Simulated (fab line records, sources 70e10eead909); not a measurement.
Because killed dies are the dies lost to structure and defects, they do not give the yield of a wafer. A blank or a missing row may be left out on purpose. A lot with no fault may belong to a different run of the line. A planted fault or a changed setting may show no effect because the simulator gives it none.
Comparing a struck lot with a sound one | flow nand harc | 24 steps out of a route of 1302
Sound: the wafers L447.3, L447.5, L447.6. Wafers struck: L455.1, L455.3, L455.6. The cause is named last.
Order at every step that has rows: each side's tool, ch and its chambers, its first start. Under that, the readings that differ: sound wafers | struck wafers | difference of the means | sigmas: that difference in standard deviations of wafers without a fault.
alike: same words and numbers on both sides, and readings whose means sit less than 2 such deviations apart. not compared: any withheld reading, any reading some wafer has no value for, any bound like >300 that may hide the same value, and any number with overlapping values for which the record gives no deviation.
Wherever a step has rows on one side only, a row that says differs or no value, or a row with sigmas, the two part there. Numbers that don't overlap but have no deviation are shown without sigmas and don't part them. A reading that every wafer of one side lacks parts them only if that side has two wafers or more.

NHARC_P_M1_INSPECT_27:
  struck on defect inspect-02, day 13 11:38; sound on defect inspect-01, day 10 03:39
  alike: raw defect count
NHARC_P_M1_PRE_CLEAN_32: time 12 s.
  sound on pecvd-03 ch 0,1, day 10 03:44; struck on pecvd-02 ch 0,2, day 13 11:43
  alike: heater power w
NHARC_P_M1_DEP_33: deposits SiCN, target thk 30 nm.
  sound on pecvd-03 ch 0,1, day 10 03:53; struck on pecvd-02 ch 0,2, day 13 11:53
  alike: heater power w
then, 8 steps without rows for these wafers: NHARC_P_M2_DEP_00 (deposits SiOC, target thk 182.5 nm); NHARC_P_M2_DEHYDRATE_01 (time 120 s); NHARC_P_M2_HMDS_02 (time 30 s); NHARC_P_M2_COAT_34 (time 65 s); NHARC_P_M2_COAT_03 (resist thk 90 nm); NHARC_P_M2_SOFTBAKE_04 (time 55 s); NHARC_P_M2_EBR_05; NHARC_P_M2_EXPOSE_06 (exposes mask P M2, target cd 170 nm).
NHARC_P_M2_PEB_07: peb time 65 s.
  sound on litho track-01 ch 0, day 10 04:58; struck on litho track-04 ch 0, day 13 13:14
  reading                  | sound             | struck               | difference | sigmas
  heater power total W (W) | 157.1 156.0 156.5 | 159.6 159.5 160.0    | +3.2       | +7
  plate temp C (C)         | 99.84 99.98 99.81 | 101.40 101.46 101.37 | +1.53      | +13
  alike: chill plate temp C
then, 1 step without rows for these wafers: NHARC_P_M2_DEVELOP_08 (develop time 35 s).
NHARC_P_M2_CD_MEAS_09: the cd target is 170 nm.
  sound on cd sem-02 ch 0, day 10 05:03; struck on cd sem-01 ch 0, day 13 13:19
  reading    | sound             | struck            | difference | sigmas
  cd nm (nm) | 169.5 168.9 169.4 | 174.1 174.7 173.5 | +4.8       | +6
NHARC_P_M2_OVL_MEAS_10: pitch 340 nm.
  struck on overlay-01, day 13 13:24; sound on overlay-01, day 10 05:08
  reading           | sound       | struck       | difference | sigmas
  overlay x nm (nm) | 2.1 2.3 1.3 | 0.1 -0.2 0.1 | -1.9       | -2
  alike: overlay y nm
NHARC_P_M2_INSPECT_11:
  struck on defect inspect-01, day 13 13:26; sound on defect inspect-01, day 10 05:10
  alike: raw defect count
NHARC_P_M2_DESCUM_14: chemistry O2, time 3 s.
  sound on rie diel-01 ch 2,3, day 10 05:14; struck on rie diel-04 ch 0,1,2, day 13 13:30
  reading               | sound             | struck          | difference | sigmas
  model.P_M2.cd nm (nm) | 168.5 168.3 168.5 | 174.3 175 174.1 | +6.0       |
  alike: drypump motor current A, oes product au, rf vpp V, showerhead plenum p Torr, throttle valve pct
  not compared: rf hours counter h
NHARC_P_M2_ETCH_35: etches the open film in N2/H2, target depth 40 nm, overetch 12 nm, time 43.94 s.
  sound on rie diel-01 ch 1,2,3, day 10 05:20; struck on rie diel-04 ch 0,1,3, day 13 13:35
  reading                | sound                | struck               | difference | sigmas
  throttle valve pct (%) | 14.176 14.190 14.163 | 14.149 14.158 14.155 | -0.022     | -2
  alike: drypump motor current A, oes product au, rf vpp V, showerhead plenum p Torr
  not compared: rf hours counter h
NHARC_P_M2_ETCH_15: etches the open film in C4F8/Ar, target depth 182.5 nm, time 91.2 s.
  sound on rie diel-01 ch 2,3; struck on rie diel-04 ch 0,1,2
  alike: oes product au, rf vpp V
  not compared: rf hours counter h
NHARC_P_M2_CD_MEAS_16:
  struck on cd sem-02, day 13 13:48; sound on cd sem-02, day 10 05:33
  reading    | sound             | struck            | difference | sigmas
  cd nm (nm) | 168.4 168.4 168.1 | 173.2 174.5 173.2 | +5.3       | +5
NHARC_P_M2_STRIP_18: strips in N2/H2.
  sound on rie diel-11 ch 0,2,3, day 10 05:40; struck on rie diel-11 ch 1,2,3, day 13 13:56
  alike: drypump motor current A, oes product au, rf vpp V, showerhead plenum p Torr, throttle valve pct
  not compared: rf hours counter h
NHARC_P_M2_ETCH_28: etches the open film in CF4/N2, target depth 30 nm, time 72.99 s.
  sound on rie diel-11 ch 2,3; struck on rie diel-11 ch 0,1,2
  reading               | sound             | struck            | difference | sigmas
  model.P_M2.cd nm (nm) | 169.2 168.6 168.6 | 173.7 174.7 173.2 | +5.1       |
  alike: drypump motor current A, oes product au, rf vpp V, showerhead plenum p Torr, throttle valve pct
  not compared: rf hours counter h
then, 1 step without rows for these wafers: NHARC_P_M2_STRIP_19 (strips in post etch residue remover, time 600 s).
-- record jumps: 18 days between struck wafers' starts before vs after; left off in module P_M2, resumes in module END, first step shown is number 1302 of the route --
NHARC_END_SORT_01:
  here the record holds rows for the struck wafers (prober-02 ch 0, day 32 00:13) but none for the sound ones

== WHERE THEY PART ==
First at NHARC_P_M2_PEB_07; last, within this record, at NHARC_END_SORT_01.

WHY: the cause the simulator had injected
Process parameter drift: litho track-04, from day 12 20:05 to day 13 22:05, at NHARC_P_M2_PEB_07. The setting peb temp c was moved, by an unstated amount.
